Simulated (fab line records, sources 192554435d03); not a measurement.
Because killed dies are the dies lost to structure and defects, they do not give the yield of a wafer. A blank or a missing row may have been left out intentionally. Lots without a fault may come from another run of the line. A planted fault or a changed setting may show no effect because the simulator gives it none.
Matching of chambers    flow n5_finfet    N5_GATE_CUT_CMP_61 on cmp-04: 4 sister chambers
The step polishes, stops on SiNx, t overpolish 3 s. 22 wafers are shown with their chamber, then 11 later ones without.

== WAFERS WITH THEIR CHAMBER ==
wafer   chamber  motor_current_A (A)  slurry_flow_ml_min
L077.2  3        11.4                 149.8
L077.3  2        11.0                 150.1
L077.6  1        11.2                 149.1
L082.1  2        10.7                 149.6
L082.5  0        13.1                 151.2
L082.6  1        11.7                 149.2
L083.1  1        11.0                 150.0
L083.3  0        13.5                 149.3
L083.4  2        10.9                 150.4
L084.1  2        11.8                 149.5
L084.2  3        11.7                 149.5
L084.3  1        11.1                 150.3
L087.2  3        11.6                 150.3
L087.4  2        11.3                 149.7
L087.6  2        10.9                 149.4
L086.2  2        10.7                 149.4
L086.3  3        11.7                 150.7
L086.4  0        12.7                 150.1
L089.2  1        11.2                 150.7
L089.4  0        13.4                 150.6
L089.5  0        13.1                 149.5
L090.2  3        11.4                 150.3

SIGNATURES (averages over the wafers above)
reading             chamber 0  chamber 1  chamber 2  chamber 3  scatter within a chamber
motor_current_A     13.160     11.240     11.043     11.560     0.307
slurry_flow_ml_min  150.140    149.860    149.729    150.120    0.584
Rule: a wafer's distance from a chamber is the root of the sum, over the readings, of the square of ((its reading less the chamber's mean) divided by the reading's scatter). The wafer belongs to the nearest chamber; if the next one is less than 2 further off, it can't be placed. The scatter is the square root of a quotient: the sum, over the shown wafers, of each reading's squared deviation from its chamber's mean, divided by wafers minus chambers.

== WAFERS WITHOUT THEIR CHAMBER ==
wafer   motor_current_A (A)  slurry_flow_ml_min
L090.5  11.2                 150.0
L090.6  11.4                 149.8
L091.2  10.9                 150.8
L091.4  10.8                 150.2
L091.5  11.8                 150.1
L093.2  11.5                 150.0
L093.3  11.4                 149.2
L093.4  11.4                 150.0
L094.3  12.9                 150.5
L094.4  12.6                 149.8
L094.6  11.4                 149.9

== WHICH CHAMBER EACH WENT THROUGH ==
wafer   from the rows above           in truth
L090.5  can't be placed: 1 or 2 or 3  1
L090.6  can't be placed: 1 or 3 or 2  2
L091.2  can't be placed: 2 or 1 or 3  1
L091.4  can't be placed: 2 or 1 or 3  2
L091.5  can't be placed: 3 or 1 or 2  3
L093.2  can't be placed: 3 or 1 or 2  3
L093.3  can't be placed: 1 or 2 or 3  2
L093.4  can't be placed: 3 or 1 or 2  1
L094.3  0                             0
L094.4  can't be placed: 0 or 3       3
L094.6  can't be placed: 1 or 3 or 2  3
Placed correctly: 1 of 11. Cannot be placed on the basis of these rows: 10; the candidates contain the true chamber in 10. Placed wrongly: 0.
